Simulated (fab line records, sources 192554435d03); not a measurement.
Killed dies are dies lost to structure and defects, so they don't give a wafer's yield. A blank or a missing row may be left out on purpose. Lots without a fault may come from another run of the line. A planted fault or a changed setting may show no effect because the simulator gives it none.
fab line records | flow n5_finfet
record lots=12 wafers=33 last_day=19
route steps=1938 shown FIN_CUT@175 STI_FIN_REVEAL@196 DUMMY_GATE@218
lots that met no fault: from a run of the same line without faults
start_h: hours from the record's first day to the start of the lot's first wafer shown | wait_h: hours since the lot's step before | " the same as in the row above | L1.1+2: a row that stands for several wafers | - no value, or no start given | * or withheld: withheld | < > ~ a bound
route shown NAME@n: a module of which the file shows steps, and the number in the route of the first | usual: mean/standard deviation of fault-free wafers | same: alike in all rows | chamber/n: place in a boat | sites: the reading at each site | _std_site: their standard deviation | _edge_site: outer sites' mean less inner sites' | radius_mm: how far each site lies from the wafer's centre | mask NAME#n: copy n | behind: the tool/chamber that last shaped the wafer | hold: why the lot was held/for how many hours/how that ended | device: the transistor (n, p or np) that didn't switch | end of line: the same wafers' tests at the end of the route | a step without rows: its recipe alone | killed: dies lost to structure and defects at the first sort, not the wafer's yield | map: a wafer's dies, x killed, . not, _ none there
set.NAME: the setting as run; set.NAME@STEP: as run at that earlier step | model.NAME: the simulator's own value behind a step, which no gauge read
steps of the route over a sample of lots; a table a step, a row a wafer
services: from which hour (start_h, from the record's first day; less than 0 if before it) a tool's chamber was out of use, for how many hours, and why
## steps
# step N5_FIN_CUT_PRECLEAN_35
# recipe time_s=13.3 temp_c=45 pressure_torr=125 p_hf_torr=3 p_coreactant_torr=25 chemistry=vHF
# usual drypump_motor_current_A=5.3/0.42
# columns lot.wafer tool chamber start_h wait_h drypump_motor_current_A
L515.1 vapor_etch-02 0 27.60 0.0 4.8
L515.3 " 1 " " 5.1
L517.1 vapor_etch-01 1 40.68 0.0 5.5
L517.2 " 0 " " 5.9
L517.5 " 1 " " 5.5
L518.1 vapor_etch-02 1 45.98 0.0 5.1
L518.2 " 0 " " 4.7
L518.5 " 0 " " 4.7
L519.1 vapor_etch-02 0 51.23 0.0 4.7
L519.3 " 1 " " 5.1
L519.6 " 0 " " 4.7
L520.2 vapor_etch-02 1 57.99 0.0 5.2
L520.3 " 0 " " 4.8
L520.6 " 0 " " 4.7
L521.1 vapor_etch-01 0 62.73 0.0 5.9
L521.2 " 1 " " 5.4
L521.6 " 0 " " 5.9
L522.2 vapor_etch-02 1 69.12 0.0 5.1
L522.5 " 1 " " 5.2
L522.6 " 0 " " 4.8
L525.4 vapor_etch-02 1 88.73 0.1 5.2
L525.5 " 0 " " 4.8
L526.4 vapor_etch-02 1 94.52 0.1 5.1
L526.5 " 0 " " 4.7
L531.1 vapor_etch-02 0 123.28 0.0 4.7
L531.2 " 1 " " 5.1
L531.5 " 1 " " 5.2
L534.3 vapor_etch-02 1 143.34 0.1 5.2
L534.5 " 1 " " 5.2
L534.6 " 0 " " 4.8
L536.2 vapor_etch-01 0 161.47 0.1 5.9
L536.3 " 1 " " 5.4
L536.6 " 0 " " 5.9
# step N5_FIN_CUT_CUT_ETCH_28
# recipe chemistry=HBr/Cl2/O2 target=Si target_depth_a=60 mask_material=SOC time_s=2.4 ion_energy_ev=* bias_w=* pressure_mtorr=10 icp_w=800 HBr_flow_sccm=150 Cl2_flow_sccm=80 O2_flow_sccm=12
# usual drypump_motor_current_A=5.7/0.53 oes_product_au=0.999/0.014 throttle_valve_pct=37.12/0.24
# columns lot.wafer tool chamber start_h wait_h drypump_motor_current_A oes_product_au rf_hours_counter_h throttle_valve_pct
L515.1 rie_si-03 2 27.73 0.0 4.7 1.002 104 37.13
L515.3 " 3 " " 5.7 1.012 26 36.93
L517.1 rie_si-03 0 40.81 0.0 6.0 0.969 1 37.15
L517.2 " 3 " " 5.7 1.003 26 36.94
L517.5 " 0 " " 6.0 0.968 - 37.14
L518.1 rie_si-03 1 46.12 0.0 6.0 1.007 144 37.38
L518.2 " 2 " " 4.7 1.015 105 37.11
L518.5 " 2 " " 4.7 1.002 - 37.12
L519.1 rie_si-03 3 51.37 0.0 5.7 1.012 26 36.94
L519.3 " 2 " " 4.7 1.013 105 37.12
L519.6 " 1 " " 6.0 1.008 - 37.39
L520.2 rie_si-03 1 58.12 0.0 6.0 1.009 145 37.37
L520.3 " 2 " " 4.7 0.998 105 37.11
L520.6 " 3 " " 5.7 1.006 - 36.94
L521.1 rie_si-04 0 62.87 0.0 5.3 1.004 172 37.23
L521.2 " 2 " " 5.8 0.981 112 36.89
L521.6 " 2 " " 5.9 0.970 - 36.88
L522.2 rie_si-03 2 69.26 0.0 4.7 0.993 105 37.12
L522.5 " 1 " " 6.0 1.013 - 37.38
L522.6 " 0 " " 6.0 0.964 - 37.15
L525.4 rie_si-02 3 88.84 0.0 5.1 1.000 31 37.48
L525.5 " 3 " " 5.1 1.006 - 37.47
L526.4 rie_si-02 3 94.64 0.0 5.1 0.995 31 37.47
L526.5 " 0 " " 6.5 0.998 - 36.62
L531.1 rie_si-04 0 123.41 0.0 5.3 1.002 173 37.24
L531.2 " 2 " " 5.9 0.972 113 36.88
L531.5 " 0 " " 5.3 1.006 - 37.24
L534.3 rie_si-03 1 143.45 0.0 6.0 1.009 146 37.38
L534.5 " 0 " " 6.0 0.973 - 37.15
L534.6 " 3 " " 5.7 1.007 - 36.93
L536.2 rie_si-02 0 161.60 0.0 6.5 1.004 6 36.62
L536.3 " 1 " " 6.2 1.015 83 37.17
L536.6 " 1 " " 6.2 1.010 - 37.17
# step N5_STI_FIN_REVEAL_RECESS_09
# recipe chemistry=HF/NH3 target=SiO2 afs_cycles=11 target_depth_a=425 temp_c=30 sublimation_temp_c=180 sublimation_time_s=60
# usual drypump_motor_current_A=5.3/0.42
# columns lot.wafer tool chamber start_h wait_h drypump_motor_current_A
L515.1 vapor_etch-01 0 33.93 0.0 5.9
L515.3 " 0 " " 5.9
L517.1 vapor_etch-02 0 47.53 0.0 4.7
L517.2 " 1 " " 5.1
L517.5 " 0 48.59 1.1 4.7
L518.1 vapor_etch-01 0 52.27 0.0 5.9
L518.2 " 1 " " 5.5
L518.5 " 0 53.33 1.1 5.9
L519.1 vapor_etch-02 1 58.13 0.0 5.2
L519.3 " 1 " " 5.1
L519.6 " 1 " " 5.2
L520.2 vapor_etch-02 0 64.42 0.0 4.8
L520.3 " 1 " " 5.1
L520.6 " 1 " " 5.2
L521.1 vapor_etch-01 1 69.01 0.0 5.4
L521.2 " 0 " " 5.9
L521.6 " 0 70.07 1.1 5.9
L522.2 vapor_etch-02 1 75.60 0.0 5.1
L522.5 " 0 76.66 1.1 4.8
L522.6 " 1 " " 5.1
L525.4 vapor_etch-01 1 95.63 0.6 5.4
L525.5 " 0 " " 5.9
L526.4 vapor_etch-01 0 101.69 0.6 5.9
L526.5 " 0 " " 5.9
L531.1 vapor_etch-02 1 129.86 0.0 5.2
L531.2 " 0 " " 4.7
L531.5 " 1 130.92 1.1 5.2
L534.3 vapor_etch-02 0 151.15 0.6 4.7
L534.5 " 0 " " 4.7
L534.6 " 1 " " 5.1
L536.2 vapor_etch-02 0 169.09 0.0 4.7
L536.3 " 0 " " 4.7
L536.6 " 1 " " 5.1
# step N5_STI_FIN_REVEAL_FIN_H_MEAS_10
# usual trench_depth_nm=51.6/0.83
# columns lot.wafer tool chamber start_h wait_h trench_depth_nm
L515.1 ocd-01 - 36.63 0.0 51.5
L515.3 " - " " 51.1
L517.1 ocd-02 - 50.34 0.0 52.6
L517.2 " - " " 51.7
L517.5 " - " " 52.2
L518.1 ocd-01 - 54.98 0.0 51.7
L518.2 " - " " 51.8
L518.5 " - " " 52.0
L519.1 ocd-02 - 60.86 0.0 51.4
L519.3 " - " " 50.3
L519.6 " - " " 52.3
L520.2 ocd-01 - 67.14 0.0 51.5
L520.3 " - " " 51.6
L520.6 " - " " 52.4
L521.1 ocd-01 - 71.77 0.0 52.3
L521.2 " - " " 52.2
L521.6 " - " " 52.4
L522.2 ocd-02 - 78.30 0.0 51.6
L522.5 " - " " 52.3
L522.6 " - " " 51.6
L525.4 ocd-01 - 97.90 0.0 56.2
L525.5 " - " " 51.6
L526.4 ocd-01 - 103.88 0.0 55.1
L526.5 " - " " 50.8
L531.1 ocd-01 - 132.86 0.0 51.2
L531.2 " - " " 50.7
L531.5 " - " " 49.9
L534.3 ocd-02 - 153.32 0.0 51.9
L534.5 " - " " 51.7
L534.6 " - " " 51.3
L536.2 ocd-01 - 171.97 0.0 51.9
L536.3 " - " " 53.2
L536.6 " - " " 51.8
# step N5_DUMMY_GATE_CMP_04
# recipe material=a-Si post_cmp_clean=alkaline_brush
# usual edge_zone_pressure_frac=1.000/0.0051 motor_current_A=10.1/1.2 pad_life_wafers=1300/550 time_to_endpoint_s=13.7/2.4
# columns lot.wafer tool chamber start_h wait_h edge_zone_pressure_frac motor_current_A pad_life_wafers time_to_endpoint_s
L515.3 cmp-04 2 42.02 0.0 1.003 10.3 1044 10.6
L515.1 " 3 " " 0.995 7.9 1045 12.0
L517.1 cmp-02 1 58.96 0.1 0.999 9.7 1375 18.4
L517.2 " 2 " " 1.002 9.8 1376 13.7
L517.5 " 0 " " 1.002 10.9 - 16.8
L518.1 cmp-04 1 59.18 0.1 0.998 10.0 1178 10.6
L518.2 " 2 " " 0.993 10.6 1179 9.8
L518.5 " 0 " " 0.997 7.8 - 11.1
L519.3 cmp-04 1 66.85 0.0 1.003 10.7 1236 12.1
L519.1 " 3 " " 1.004 8.0 1238 15.4
L519.6 " 2 " " 1.003 10.6 - 13.5
L520.3 cmp-02 1 71.24 0.1 1.003 10.0 1483 16.0
L520.2 " 3 " " 0.999 11.4 1485 10.5
L520.6 " 1 " " 1.009 10.0 - 14.8
L521.1 cmp-01 3 78.49 0.1 1.003 11.1 366 14.4
L521.2 " 0 " " 1.002 10.7 367 13.7
L521.6 " 0 " " 1.003 11.1 - 14.9
L522.2 cmp-02 1 84.19 0.1 1.001 9.4 1531 15.2
L522.5 " 0 " " 1.012 11.2 - 11.2
L522.6 " 1 " " 1.004 9.4 - 17.0
L525.4 cmp-04 1 102.76 0.1 1.015 10.2 1587 12.4
L525.5 " 2 " " 0.992 10.7 - 14.5
L526.4 cmp-01 1 107.96 0.1 1.001 9.8 625 10.6
L526.5 " 1 " " 0.999 10.4 - 9.8
L531.1 cmp-01 0 136.88 0.0 1.003 10.5 840 13.3
L531.2 " 1 " " 1.005 9.5 841 11.9
L531.5 " 1 " " 1.006 10.3 - 11.9
L534.3 cmp-04 1 159.46 0.0 1.003 10.4 2028 12.0
L534.6 " 1 " " 1.008 9.9 - 13.8
L534.5 " 2 " " 1.002 10.7 - 11.9
L536.3 cmp-01 3 175.99 0.0 1.005 10.7 1134 18.0
L536.2 " 1 " " 0.992 9.5 1136 15.6
L536.6 " 0 " " 0.995 11.2 - 18.3
## services
# columns tool chamber start_h hours kind
rie_si-04 3 8.81 11.5 repair
cmp-01 - 26.32 4.0 pm
cmp-01 - 30.32 - consumable_replace:conditioner
cmp-01 - 30.32 - consumable_replace:pad
cmp-02 - 41.98 0.8 repair
cmp-04 - 43.89 1.4 repair
cmp-02 - 52.52 0.4 repair
cmp-01 - 62.56 5.0 pm
vapor_etch-02 - 70.93 2.8 pm
cmp-02 - 73.72 6.8 pm
cmp-04 - 79.88 2.4 repair
rie_si-04 3 145.41 3.3 repair
cmp-02 - 154.34 1.1 repair
cmp-02 - 163.53 4.0 pm
cmp-02 - 167.53 - consumable_replace:conditioner
cmp-02 - 167.53 - consumable_replace:pad
## key
first_sign step=N5_STI_FIN_REVEAL_FIN_H_MEAS_10 reading=trench_depth_nm direction=up sigmas=4.9 usual=51.6 struck=55.7
effect none on later readings
met_at N5_STI_FIN_REVEAL_RECESS_09
struck_lots L525,L526
struck_wafers L525.4,L526.4
tester_left_out L525,L526
not_acting_at N5_FIN_CUT_PRECLEAN_35,N5_FIN_CUT_CUT_ETCH_28,N5_DUMMY_GATE_CMP_04
onset_between 69.01 95.63
fault kind=process_parameter_drift tool=vapor_etch-01 chamber=- onset_h=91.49 steps=N5_STI_FIN_REVEAL_RECESS_09 channel=target_depth_a offset=42.125 shape=step end_h=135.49 scope=struck_wafers_only acts_in=these_recipes_only stated=425
# tester_left_out: of these lots the tester's yield and bins aren't shown, on N5 and GAA mostly nor the transistor test; their killed dies are dies lost to structure and defects alone, not to doping, threshold or leakage, so they don't give the yield
